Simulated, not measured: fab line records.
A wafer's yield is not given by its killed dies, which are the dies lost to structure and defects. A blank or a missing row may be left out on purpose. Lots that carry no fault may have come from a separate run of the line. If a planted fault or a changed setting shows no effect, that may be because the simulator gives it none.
A struck lot beside a sound one    flow n5 finfet    16 out of 1938 route steps
Sound: the wafers L241.2, L241.4, L241.5. Struck: wafer L237.6. (L237.5 of the same lot was not struck and is left out.) The cause comes at the end.
For every step that has rows: the tool of each side, followed by ch and its chambers, followed by its first start. Under that, the readings that differ: sound wafers    struck wafers    difference of the means    sigmas: that difference in standard deviations of wafers without a fault.
alike: words and numbers the same on both sides, and readings whose means are apart by under 2 such deviations; not compared: readings that were withheld, readings missing a value for some wafer, numbers with overlapping values and no deviation given by the record, and bounds like >300 which may hide the same value.
The two part at a step that has a row with sigmas, a row that says differs or no value, or rows on one side only. Non-overlapping numbers with no deviation appear without sigmas and do not part them. A reading missing from all wafers of one side parts the sides only when that side holds two or more wafers.

N5_HKMG_FIN_PWFM_ALD_03: deposits TiN, target thk 2 nm, pulse time 1 s, purge time 3 s.
  sound on ald metal-02 ch 0,3, day 9 10:31; struck on ald metal-01 ch 2, day 8 11:12
  alike: heater power w, precursor pulse height rel
then, 8 steps without rows for these wafers: N5_HKMG_FIN_COAT_29 (time 60 s, resist thk 300 nm); N5_HKMG_FIN_COAT_30 (time 60 s, resist thk 35 nm); N5_HKMG_FIN_COAT_06 (resist thk 90 nm); N5_HKMG_FIN_EBR_08; N5_HKMG_FIN_SOFTBAKE_07 (time 60 s); N5_HKMG_FIN_EXPOSE_09 (exposes mask NWFM); N5_HKMG_FIN_PEB_10 (peb time 60 s); N5_HKMG_FIN_DEVELOP_11 (develop time 30 s).
N5_HKMG_FIN_CD_MEAS_12: target cd 92.8 nm.
  sound on cd sem-03 ch 0, day 9 11:14; struck on cd sem-02 ch 0, day 8 11:41
  alike: cd nm
N5_HKMG_FIN_OVL_MEAS_13:
  sound on overlay-01 ch 0, day 9 11:16; struck on overlay-02 ch 0, day 8 11:43
  alike: NWFM_OVL
N5_HKMG_FIN_INSPECT_14: inspects for defects (macro).
  struck on defect inspect-01, day 8 11:45; sound on defect inspect-01, day 9 11:17
  alike: raw defect count
N5_HKMG_FIN_DESCUM_17: chemistry O2, time 7.9 s.
  sound on rie diel-04 ch 0,2,3, day 9 11:19; struck on rie diel-01 ch 3, day 8 12:18
reading                                        sound       struck  difference  sigmas
model.CAR-ArF_of_HKMG_FIN_COAT_06.thk nm (nm)  84 84 83.8  84.2    +0.3        
  alike: drypump motor current A, o2 flow sccm, oes product au, rf vpp V, showerhead plenum p Torr, throttle valve pct
  not compared: rf hours counter h
N5_HKMG_FIN_ETCH_31: etches SiARC in CF4, target depth 45.5 nm, time 75.8 s.
  sound on rie diel-04 ch 0,2,3, day 9 11:21; struck on rie diel-01 ch 3, day 8 12:21
reading                                        sound           struck  difference  sigmas
model.CAR-ArF_of_HKMG_FIN_COAT_06.thk nm (nm)  51.6 51.4 51.4  51.8    +0.3        
  alike: drypump motor current A, etch rf on time s, oes product au, rf vpp V, showerhead plenum p Torr, throttle valve pct
  not compared: rf hours counter h
N5_HKMG_FIN_ETCH_32: etches SOC in N2/H2, target depth 240 nm, time 300 s.
  sound on rie diel-04 ch 0,2,3, day 9 11:25; struck on rie diel-01 ch 3, day 8 12:28
  alike: drypump motor current A, oes product au, rf vpp V, showerhead plenum p Torr, throttle valve pct
  not compared: rf hours counter h
-- record jumps: 10 days separate the struck wafers' starts on either side; left off in module HKMG_FIN, taken up again in module PASSIVATION, whose first shown step is the route's number 1936 --
N5_PASSIVATION_PROBE_49:
  struck on prober-01, day 18 06:42; sound on prober-02, day 19 11:20
  alike: killed_at_M0_to_M3, killed_at_M4_up, killed at contacts, killed at front end, killed at other, killed dies, killed on rim, killed open, killed short

WHERE THEY PART
Nowhere in this record.

WHY: what had been put in by the simulator
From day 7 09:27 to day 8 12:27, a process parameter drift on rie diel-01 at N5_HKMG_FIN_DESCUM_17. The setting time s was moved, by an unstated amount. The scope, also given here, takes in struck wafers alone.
